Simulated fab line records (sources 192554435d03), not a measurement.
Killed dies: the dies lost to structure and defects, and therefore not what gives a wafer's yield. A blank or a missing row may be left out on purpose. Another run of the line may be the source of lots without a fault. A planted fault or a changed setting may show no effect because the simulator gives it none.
Chamber matching || flow n5Finfet || N5_BEOL_M8_ILD_DEP_00 on pecvd-01 has 3 sister chambers
The step deposits SiCOH lowk from DEMS/porogen, target thk 179.75 nm, time 33.4 s. 14 wafers are shown with their chamber, then 7 later ones without.

== WAFERS WITH THEIR CHAMBER ==
{"wafer": "L076.1", "chamber": 1, "throttleValvePct (%)": 14.4, "showerheadPlenumPTorr (Torr)": 5.731, "heaterPowerW (W)": 272}
{"wafer": "L076.2", "chamber": 2, "throttleValvePct (%)": 13.3, "showerheadPlenumPTorr (Torr)": 5.703, "heaterPowerW (W)": 276}
{"wafer": "L076.5", "chamber": 1, "throttleValvePct (%)": 14.3, "showerheadPlenumPTorr (Torr)": 5.745, "heaterPowerW (W)": 275}
{"wafer": "L078.1", "chamber": 0, "throttleValvePct (%)": 13.6, "showerheadPlenumPTorr (Torr)": 5.703, "heaterPowerW (W)": 251}
{"wafer": "L078.4", "chamber": 0, "throttleValvePct (%)": 13.8, "showerheadPlenumPTorr (Torr)": 5.718, "heaterPowerW (W)": 262}
{"wafer": "L078.5", "chamber": 1, "throttleValvePct (%)": 14.5, "showerheadPlenumPTorr (Torr)": 5.730, "heaterPowerW (W)": 263}
{"wafer": "L083.3", "chamber": 2, "throttleValvePct (%)": 13.2, "showerheadPlenumPTorr (Torr)": 5.728, "heaterPowerW (W)": 234}
{"wafer": "L083.5", "chamber": 1, "throttleValvePct (%)": 14.4, "showerheadPlenumPTorr (Torr)": 5.726, "heaterPowerW (W)": 280}
{"wafer": "L083.6", "chamber": 2, "throttleValvePct (%)": 13.4, "showerheadPlenumPTorr (Torr)": 5.736, "heaterPowerW (W)": 247}
{"wafer": "L084.2", "chamber": 2, "throttleValvePct (%)": 13.2, "showerheadPlenumPTorr (Torr)": 5.727, "heaterPowerW (W)": 274}
{"wafer": "L084.5", "chamber": 0, "throttleValvePct (%)": 13.9, "showerheadPlenumPTorr (Torr)": 5.699, "heaterPowerW (W)": 262}
{"wafer": "L084.6", "chamber": 2, "throttleValvePct (%)": 13.3, "showerheadPlenumPTorr (Torr)": 5.706, "heaterPowerW (W)": 289}
{"wafer": "L086.2", "chamber": 0, "throttleValvePct (%)": 14.0, "showerheadPlenumPTorr (Torr)": 5.694, "heaterPowerW (W)": 287}
{"wafer": "L086.3", "chamber": 2, "throttleValvePct (%)": 13.2, "showerheadPlenumPTorr (Torr)": 5.713, "heaterPowerW (W)": 227}

SIGNATURES (averages over the wafers above)
{"reading": "throttleValvePct", "chamber 0": 13.825, "chamber 1": 14.400, "chamber 2": 13.267, "scatter within a chamber": 0.113}
{"reading": "showerheadPlenumPTorr", "chamber 0": 5.70350, "chamber 1": 5.73300, "chamber 2": 5.71883, "scatter within a chamber": 0.0114}
{"reading": "heaterPowerW", "chamber 0": 265.50, "chamber 1": 272.50, "chamber 2": 257.83, "scatter within a chamber": 19.2}
Rule: distance of a wafer from a chamber = root of the sum over the readings of ((wafer's reading minus chamber's mean) / reading's scatter) squared. The wafer belongs to the nearest chamber; if the next one is less than 2 further off, it can't be placed. How the scatter is found: for the shown wafers, subtract from each reading the mean of its chamber, square and add these, divide the total by (wafers less chambers), then take the root.

== WAFERS WHOSE CHAMBER IS MISSING ==
{"wafer": "L086.6", "throttleValvePct (%)": 13.7, "showerheadPlenumPTorr (Torr)": 5.710, "heaterPowerW (W)": 297}
{"wafer": "L090.1", "throttleValvePct (%)": 13.8, "showerheadPlenumPTorr (Torr)": 5.696, "heaterPowerW (W)": 252}
{"wafer": "L090.2", "throttleValvePct (%)": 14.6, "showerheadPlenumPTorr (Torr)": 5.721, "heaterPowerW (W)": 249}
{"wafer": "L090.6", "throttleValvePct (%)": 13.2, "showerheadPlenumPTorr (Torr)": 5.707, "heaterPowerW (W)": 244}
{"wafer": "L094.1", "throttleValvePct (%)": 14.3, "showerheadPlenumPTorr (Torr)": 5.721, "heaterPowerW (W)": 257}
{"wafer": "L094.2", "throttleValvePct (%)": 13.2, "showerheadPlenumPTorr (Torr)": 5.703, "heaterPowerW (W)": 286}
{"wafer": "L094.4", "throttleValvePct (%)": 13.2, "showerheadPlenumPTorr (Torr)": 5.708, "heaterPowerW (W)": 229}

== WHICH CHAMBER EACH ONE RAN IN ==
{"wafer": "L086.6", "from the rows above": 0, "in truth": 0}
{"wafer": "L090.1", "from the rows above": 0, "in truth": 0}
{"wafer": "L090.2", "from the rows above": 1, "in truth": 1}
{"wafer": "L090.6", "from the rows above": 2, "in truth": 2}
{"wafer": "L094.1", "from the rows above": 1, "in truth": 1}
{"wafer": "L094.2", "from the rows above": 2, "in truth": 2}
{"wafer": "L094.4", "from the rows above": 2, "in truth": 2}
Placed correctly: 7 of 7. Left unplaced by these rows: 0. Wrongly placed: 0.
